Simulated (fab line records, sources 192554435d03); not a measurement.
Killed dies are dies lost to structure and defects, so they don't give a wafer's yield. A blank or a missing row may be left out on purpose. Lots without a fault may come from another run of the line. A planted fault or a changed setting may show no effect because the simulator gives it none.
Problem report in the 8D (eight disciplines) form, filled by code | flow n5_finfet | the parts of the form that need people (team, actions taken, sign-off) are left out

1. THE PROBLEM
killed_at_M4_up at N5_PASSIVATION_PROBE_49 reads a mean of 125 on 2 wafers of 2 lots; wafers without a fault read 14 with a standard deviation of 5.2. That is +21 standard deviations from the usual mean.
First seen on wafer L414.3, day 15 11:43, on prober-02. The record holds 18 wafers of 6 lots with a number at this step. Rule for "out", or "out of limits": more than 4 standard deviations from the usual mean. The other wafers with a number count as sound.

2. WHAT IT IS AND WHAT IT IS NOT
question                    | is                                                                                                   | is not
which readings at this step | killed_at_M4_up, defect_limited_yield, killed_dies, sort_bin_5_function, sort_n_pass, sort_yield_pct | killed_at_M0_to_M3, killed_at_contacts, killed_at_front_end, killed_at_other, killed_open, killed_short
which lots                  | L414, L415                                                                                           | L406, L407, L408, L425
which wafers of those lots  | L414.3, L415.6                                                                                       | L414.1, L414.5, L415.2, L415.5
read on which tools         | prober-02                                                                                            | prober-01
when                        | from day 15 11:43                                                                                    | up to then (10 sound wafers); but 6 sound wafers of L414, L415, L425 came after

3. SUSPECTS, AND WHAT RULES EACH OUT
Counting: a tool at a process step up to the reading stays a suspect if it ran every lot that is out. Sound lots after the first of them don't rule it out here, since some wafers of a struck lot are sound.
- cvd_co-02 at N5_BEOL_M4_CVD_47 (deposits Co from CCTBA/H2, target thk 3 nm, time 223.8 s): kept. It ran every lot that is out, first L414 (day 10 19:03); its last sound lot up to then is L407 (day 9 01:10).
- rie_diel-01 at N5_PASSIVATION_DESCUM_46 (chemistry O2, time 7.9 s): kept. It ran every lot that is out, first L414 (day 15 08:33); its last sound lot up to then is L407 (day 14 08:56).
- rie_diel-01 at N5_PASSIVATION_PASS_ETCH_47 (etches SiNx in CF4/O2, target depth 770 nm, time 385 s): kept. It ran every lot that is out, first L414 (day 15 08:35); its last sound lot up to then is L407 (day 14 08:58).
- rie_diel-01 at N5_PASSIVATION_STRIP_48 (strips in O2): kept. It ran every lot that is out, first L414 (day 15 09:06); its last sound lot up to then is L407 (day 14 09:29).
- prober-02 at N5_PASSIVATION_PROBE_49: kept. It ran every lot that is out, first L414 (day 15 11:37); its last sound lot up to then is L408 (day 14 21:37). Its own readings are out on those wafers: defect_limited_yield, killed_at_M4_up, killed_dies, sort_bin_5_function, sort_n_pass, sort_yield_pct.
Left after counting: cvd_co-02 at N5_BEOL_M4_CVD_47, rie_diel-01 at N5_PASSIVATION_DESCUM_46, rie_diel-01 at N5_PASSIVATION_PASS_ETCH_47, rie_diel-01 at N5_PASSIVATION_STRIP_48, prober-02 at N5_PASSIVATION_PROBE_49.

4. THE CAUSE (what the simulator had put in)
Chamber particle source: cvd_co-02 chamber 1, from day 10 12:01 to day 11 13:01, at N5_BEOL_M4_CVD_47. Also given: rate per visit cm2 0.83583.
Counting left 5 suspects, and this tool is among them.

5. THE CHAIN OF EFFECTS, in route order
Each row: a reading whose mean over the struck wafers that have a number lies more than 3 standard deviations from the usual. Only readings for which the record gives a usual standard deviation are gone through. hours: the time from each lot's start at the first step in this table that gives one to its start at this step, as a median over the lots. sigmas: the change in usual standard deviations.
hours | step                    | reading              | usual  | on struck wafers | change | sigmas
0     | N5_PASSIVATION_PROBE_49 | defect_limited_yield | 91.5 % | 83.6             | -7.9   | -5.3
0     | N5_PASSIVATION_PROBE_49 | killed_at_M4_up      | 14     | 125              | +111   | +21
0     | N5_PASSIVATION_PROBE_49 | killed_dies          | 100    | 194              | +94    | +5.2
0     | N5_PASSIVATION_PROBE_49 | killed_on_rim        | 13     | 26               | +12    | +3.0
0     | N5_PASSIVATION_PROBE_49 | sort_bin_5_function  | 5.0 %  | 10.1             | +5.1   | +5.1
0     | N5_PASSIVATION_PROBE_49 | sort_n_pass          | 1080   | 986              | -94    | -5.2
0     | N5_PASSIVATION_PROBE_49 | sort_yield_pct       | 91.5 % | 83.6             | -7.9   | -5.3
The process steps in it:
- N5_PASSIVATION_PROBE_49

6. WHAT WOULD HAVE CAUGHT IT SOONER
In this record the first reading out of limits was taken at day 15 11:43, 120 hours after the fault began at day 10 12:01.
All the lots that are out (2) had begun N5_BEOL_M4_CVD_47 on cvd_co-02 by day 15 11:43. A hold on the tool at that time would have spared none of them.
